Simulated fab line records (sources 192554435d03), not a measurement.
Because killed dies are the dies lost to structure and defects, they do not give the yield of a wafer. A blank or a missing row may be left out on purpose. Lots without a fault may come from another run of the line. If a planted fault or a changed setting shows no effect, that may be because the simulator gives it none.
A struck lot beside a sound one	flow n5-finfet	24 out of 1938 route steps
Sound: these wafers, L187.1, L187.2, L187.5. Wafers struck: L203.1, L203.2, L203.3. At the end, the cause is stated.
Per side, at each step with rows, come the tool, then ch with its chambers, and then its first start. Under that, the readings that differ: sound wafers	struck wafers	difference of the means	sigmas: that difference in standard deviations of wafers without a fault.
alike: readings whose means differ by less than 2 such deviations, and words and numbers that are the same on both sides. not compared: withheld readings, readings that some wafer has no value for, bounds like >300 that may hide the same value, and numbers for which the record gives no deviation and whose values overlap.
The two part at a step that has a row with sigmas, a row that says differs or no value, or rows on one side only. Non-overlapping numbers with no deviation appear without sigmas and do not part them. A reading missing from all wafers of one side parts the sides only when that side holds two or more wafers.

N5_BEOL_M3_ETCH_74: etches underlayer in N2/H2, target depth 6.5 nm, time 5.2 s.
  sound on rie-diel-06 ch 0,1,2, day 8 00:42; struck on rie-diel-05 ch 0,2,3, day 12 07:35
  alike: drypump-motor-current-A, etch-rf-on-time-s, h2-flow-sccm, oes-product-au, rf-vpp-V, showerhead-plenum-p-Torr, throttle-valve-pct
  not compared: rf-hours-counter-h
then, 1 step without rows for these wafers: N5_BEOL_M3_ETCH_63 (etches SiARC in CF4, target depth 15.6 nm, time 26 s).
N5_BEOL_M3_ETCH_64: etches SOC in N2/H2, target depth 75 nm, overetch 15 nm, time 112.5 s.
  sound on rie-diel-06 ch 0,1,2, day 8 00:44; struck on rie-diel-05 ch 0,2,3, day 12 07:38
  alike: drypump-motor-current-A, h2-flow-sccm, oes-product-au, rf-vpp-V, showerhead-plenum-p-Torr, throttle-valve-pct
  not compared: rf-hours-counter-h
then, 3 steps without rows for these wafers: N5_BEOL_M3_STRIP_65 (strips in N2/H2); N5_BEOL_M3_STRIP_75 (strips in N2/H2); N5_BEOL_M3_STRIP_66 (strips in CF4).
N5_BEOL_M3_HM_OPEN_17: chemistry Cl2/BCl3, target TiN, target depth 20 nm, overetch 6 nm.
  sound on rie-metal-03 ch 0,1, day 8 00:55; struck on rie-metal-02 ch 0,1, day 12 07:48
  alike: drypump-motor-current-A, oes-product-au, throttle-valve-pct
  not compared: rf-hours-counter-h
N5_BEOL_M3_STRIP_19: strips in O2.
  sound on rie-diel-06 ch 1,2,3, day 8 01:02; struck on rie-diel-06 ch 0,2,3, day 12 07:58
  alike: drypump-motor-current-A, oes-product-au, rf-vpp-V, showerhead-plenum-p-Torr, throttle-valve-pct
  not compared: rf-hours-counter-h
N5_BEOL_M3_CD_MEAS_18: pitch 36 nm, target cd 18 nm.
  sound on cd-sem-01, day 8 01:06; struck on cd-sem-02, day 12 08:02
  alike: cd-nm
then, 3 steps without rows for these wafers: N5_BEOL_M3_COAT_67 (time 60 s, resist thk 60 nm); N5_BEOL_M3_COAT_68 (time 60 s, resist thk 12 nm); N5_BEOL_M3_COAT_76 (time 60 s, resist thk 5 nm).
N5_BEOL_M3_COAT_22: resist thk 30 nm.
  sound on litho-track-03 ch 0, day 8 01:08; struck on litho-track-03 ch 0, day 12 08:05
reading	sound	struck	difference	sigmas
spin-speed-rpm (rpm)	1498.7 1500.6 1499.3	1314.5 1313.8 1313.9	-185.5	-99 or more
model.CAR-EUV_of_BEOL_M3_COAT_22.thk-nm (nm)	30 30 30	32 32 31.8	+2	
then, 5 steps without rows for these wafers: N5_BEOL_M3_EBR_24; N5_BEOL_M3_SOFTBAKE_23 (time 60 s); N5_BEOL_M3_EXPOSE_25 (exposes mask V2, defocus 5 nm); N5_BEOL_M3_PEB_26 (peb time 60 s); N5_BEOL_M3_DEVELOP_27 (develop time 30 s).
N5_BEOL_M3_CD_MEAS_28: target cd 25.7 nm, target cd y 23.3 nm.
  sound on cd-sem-01 ch 0, day 8 01:32; struck on cd-sem-01 ch 0, day 12 08:21
  alike: cd-nm
N5_BEOL_M3_OVL_MEAS_29:
  sound on overlay-02 ch 0, day 8 01:34; struck on overlay-01 ch 0, day 12 08:23
  alike: V2_OVL
N5_BEOL_M3_INSPECT_30: inspects for defects (brightfield).
  sound on defect-inspect-01, day 8 01:38; struck on defect-inspect-02, day 12 08:26
  alike: raw-defect-count
N5_BEOL_M3_DESCUM_33: chemistry O2, time 7 s.
  sound on rie-diel-02 ch 0,1,2, day 8 01:41; struck on rie-diel-06 ch 0,2,3, day 12 08:28
reading	sound	struck	difference	sigmas
model.CAR-EUV_of_BEOL_M3_COAT_22.thk-nm (nm)	26 26.2 26	28 28 27.8	+2	
  alike: drypump-motor-current-A, oes-product-au, rf-vpp-V, showerhead-plenum-p-Torr, throttle-valve-pct
  not compared: rf-hours-counter-h
N5_BEOL_M3_ETCH_77: etches underlayer in N2/H2, target depth 6.5 nm, time 5.2 s.
  sound on rie-diel-02 ch 0,1,2, day 8 01:44; struck on rie-diel-06 ch 0,2,3, day 12 08:31
  alike: drypump-motor-current-A, etch-rf-on-time-s, h2-flow-sccm, oes-product-au, rf-vpp-V, showerhead-plenum-p-Torr, throttle-valve-pct
  not compared: rf-hours-counter-h
N5_BEOL_M4_RC_MEAS_101:
  sound on prober-02 ch 0, day 9 12:12; struck on prober-01 ch 0, day 13 19:06
reading	sound	struck	difference	sigmas
DIBL_N (mV/V)	40.9 36.2 37.3	33.9 35.0 30.1	-5.1	-3
VT_N (mV)	244 250 248	256 251 258	+8	+2
  alike: DIBL_P, IOFF_N, IOFF_P, ION_N, ION_P, SS_N, SS_P, VT_P

WHERE THEY PART
First at N5_BEOL_M3_COAT_22; last, within this record, at N5_BEOL_M4_RC_MEAS_101.

WHY: what had been put in by the simulator
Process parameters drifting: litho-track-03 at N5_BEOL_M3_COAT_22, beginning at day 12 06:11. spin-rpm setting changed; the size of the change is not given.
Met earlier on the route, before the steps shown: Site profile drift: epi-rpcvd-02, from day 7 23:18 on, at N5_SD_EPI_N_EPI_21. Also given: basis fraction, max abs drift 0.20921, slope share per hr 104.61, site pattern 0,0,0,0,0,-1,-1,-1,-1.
